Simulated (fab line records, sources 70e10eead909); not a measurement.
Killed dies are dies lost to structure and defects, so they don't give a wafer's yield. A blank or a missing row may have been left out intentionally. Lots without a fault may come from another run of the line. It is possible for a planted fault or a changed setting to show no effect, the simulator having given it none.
8D (eight disciplines) problem report, filled in by code -- flow nand harc -- the parts of the form that need people (team, actions taken, sign-off) are left out

1. PROBLEM STATEMENT
At NHARC_A_M1_CMP_23, time to endpoint s averages 13.4 s over 2 wafers from 2 lots, while fault-free wafers read 28.2 s, standard deviation 2.2. Measured from the usual mean, that is -6.7 standard deviations.
The step: polishes, t overpolish 20 s, target thk 154.34 nm.
Seen first at day 30 14:25 on cmp-03, wafer L164.4. At this step, 42 wafers from 14 lots have a number in the record. By rule, "out" or "out of limits" means more than 4 standard deviations away from the usual mean. All remaining wafers that have a number are taken as sound.

2. WHAT IT IS AND WHAT IT IS NOT
question,is,is not
which readings at this step,time to endpoint s,motor current A
which lots,"L163, L164","L146, L148, L149, L150, L151, L152, L153, L154, L155, L156, L166, L168"
which wafers of those lots,"L163.3, L164.4","L163.1, L163.6, L164.1, L164.6"
read on which tools,cmp-03,"cmp-02, cmp-04"
when,from day 30 14:25,"up to then (32 sound wafers); but 8 sound wafers of L163, L166, L168 came after"

3. WHAT RULES OUT EACH SUSPECT
Counting: a tool at a process step up to the reading stays a suspect if it ran every lot that is out. Sound lots after the first of them don't rule it out here, since some wafers of a struck lot are sound.
- ecd cu-02 at NHARC_A_M1_ECD_22 (material Cu, target thk 400 nm): kept. Ran every lot that is out, first one L164 (day 30 13:44); last sound lot up to then L156 (day 26 19:22).
- cmp-03 at NHARC_A_M1_CMP_23 (polishes, t overpolish 20 s, target thk 154.34 nm): kept. Ran every lot that is out, first one L164 (day 30 14:25); last sound lot up to then L152 (day 25 10:32). Its own readings are out on those wafers: time to endpoint s.
- At NHARC_A_M1_CMP_23 on cmp-03, chamber 1 took the sound wafers of the same lots and chamber 3 took the wafers that are out.
After counting, ecd cu-02 at NHARC_A_M1_ECD_22 and cmp-03 at NHARC_A_M1_CMP_23 remain.

4. THE CAUSE (what the simulator had put in)
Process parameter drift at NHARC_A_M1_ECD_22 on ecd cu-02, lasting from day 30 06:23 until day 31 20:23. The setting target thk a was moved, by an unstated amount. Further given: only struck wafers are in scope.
This tool is one of the 2 suspects left after counting.

5. THE CHAIN OF EFFECTS, in route order
Each row: a reading whose mean over the struck wafers that have a number lies more than 3 standard deviations from the usual. Only readings for which the record gives a usual standard deviation are gone through. hours: the time from each lot's start at the first step in this table that gives one to its start at this step, as a median over the lots. sigmas: the change in usual standard deviations.
hours,step,reading,usual,on struck wafers,change,sigmas
0,NHARC_A_M1_CMP_23,time to endpoint s,28.2 s,13.4,-14.8,-6.7
The process steps in it:
- NHARC_A_M1_CMP_23: polishes, t overpolish 20 s, target thk 154.34 nm.
Later measuring or inspecting steps at which every struck wafer that the step has a row for has a number for every such reading, and none has moved that far: NHARC_A_M1_INSPECT_27.

6. WHAT WOULD HAVE CAUGHT IT SOONER
In this record no reading fell out of limits until day 30 14:25, 8 hours after the fault had begun at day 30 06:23.
L163, from the lots that are out (2), started NHARC_A_M1_ECD_22 on ecd cu-02 later than day 30 14:25. Had the tool been put on hold then, it would have been spared.
